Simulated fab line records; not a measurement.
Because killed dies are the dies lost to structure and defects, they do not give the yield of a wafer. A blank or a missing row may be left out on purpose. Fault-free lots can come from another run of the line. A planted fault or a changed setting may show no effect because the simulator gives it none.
Which tool was responsible?	flow n5 finfet	12 lots, 36 wafers sampled, at 2 steps of a route of 1938

## WHAT THE GAUGES SHOWED, per wafer
N5_BEOL_M15_THK_MEAS_50: measures by xrf.
lot	measured	on	M15_THK (nm)
L075	day 12 11:21	film metro-01	909 830 850
L076	day 13 04:14	film metro-02	831 851 926
L080	day 13 15:23	film metro-02	832 840 827
L082	day 14 07:37	film metro-01	847 842 833
L083	day 14 16:22	film metro-01	865 832 833
L085	day 15 12:27	film metro-01	826 840 854
L088	day 15 19:38	film metro-01	859 833 827
L090	day 16 17:49	film metro-01	824 861 927
L091	day 17 02:05	film metro-02	827 847 845
L095	day 17 20:32	film metro-01	823 833 919
L093	day 18 01:46	film metro-01	907 920 823
L097	day 18 14:09	film metro-02	904 829 817

## TOOL THAT RAN EACH LOT (tool first, then ch and the chambers of the sampled wafers, then the start)
lot	N5_BEOL_M15_STRIP_37
L075	rie diel-03 ch 0,2,3, day 12 11:21 or earlier
L076	rie diel-02 ch 1,2,3, day 13 04:14 or earlier
L080	rie diel-02 ch 0,1,2, day 13 15:23 or earlier
L082	rie diel-01 ch 0,1, day 14 07:37 or earlier
L083	rie diel-03 ch 0,1,2, day 14 16:22 or earlier
L085	rie diel-01 ch 0,2, day 15 12:27 or earlier
L088	rie diel-03 ch 0,1,2, day 15 19:38 or earlier
L090	rie diel-03 ch 0,1,3, day 16 17:49 or earlier
L091	rie diel-01 ch 0,1,2, day 17 02:05 or earlier
L095	rie diel-02 ch 0,1,3, day 17 20:32 or earlier
L093	rie diel-02 ch 0,2,3, day 18 01:46 or earlier
L097	rie diel-01 ch 0,2,3, day 18 14:09 or earlier
- N5_BEOL_M15_STRIP_37: strips in O2.

## THE ANSWER, worked out from the rows above alone
Rule: usual is defined by the lots themselves. Put in order of their means at a reading, lots are off if they are a third of the lots or fewer, leave a main group of 4 or more, and stand apart from it by a gap of 3 or more times the standard deviation of the main group's means; of several such gaps the widest counts. A main group whose means are all the same, to the digits that the tables above print for the reading, isn't used. A lot without any number at a reading at which 4 lots or more have one is off too. All remaining lots with rows at the step are treated as sound.
Nothing can be told from this: no lot is off at any reading shown.

## WHAT THE SIMULATOR HAD INSERTED
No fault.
